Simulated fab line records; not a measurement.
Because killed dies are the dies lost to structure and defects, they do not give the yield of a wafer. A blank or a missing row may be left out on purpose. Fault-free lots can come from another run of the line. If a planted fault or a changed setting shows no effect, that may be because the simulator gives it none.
What tool caused it? || flow nand harc || 7 lots (21 wafers sampled), 1 step of a 1302-step route

## WHAT EACH GAUGE READ, for each wafer
NHARC_P_ZERO_WELL_INSPECT_43.
{"lot": "L388", "measured": "day 2 13:17", "on": "defect inspect-01", "raw defect count": "19 21 27"}
{"lot": "L390", "measured": "day 3 09:34", "on": "defect inspect-02", "raw defect count": "15 6 7"}
{"lot": "L392", "measured": "day 4 05:34", "on": "defect inspect-02", "raw defect count": "4 11 19"}
{"lot": "L394", "measured": "day 5 01:34", "on": "defect inspect-01", "raw defect count": "13 21 11"}
{"lot": "L396", "measured": "day 5 21:47", "on": "defect inspect-01", "raw defect count": "18 12 16"}
{"lot": "L398", "measured": "day 6 17:49", "on": "defect inspect-02", "raw defect count": "14 20 15"}
{"lot": "L409", "measured": "day 11 07:34", "on": "defect inspect-02", "raw defect count": "3 14 11"}

## WHAT TOOL EACH LOT RAN ON (gives the tool, then ch and the chambers of the sampled wafers, and finally the start)
The record shows no process step preceding these readings.

## THE ANSWER, worked out from the rows above alone
Rule: the usual values come from the lots themselves. The widest of any qualifying gaps counts: lots, ordered by their means at a reading, are off when they make up no more than a third of the lots, leave a main group of 4 or more, and stand apart from it by 3 or more times the standard deviation of that group's means. If all means in a main group match to the digits the tables above print for the reading, that group is not used. Also off: a lot with no number at a reading for which 4 or more lots have one. The other lots that the step has rows for count as sound.
No lot is off on any of the readings shown, so nothing can be concluded from this.

## WHAT THE SIMULATOR HAD PUT IN
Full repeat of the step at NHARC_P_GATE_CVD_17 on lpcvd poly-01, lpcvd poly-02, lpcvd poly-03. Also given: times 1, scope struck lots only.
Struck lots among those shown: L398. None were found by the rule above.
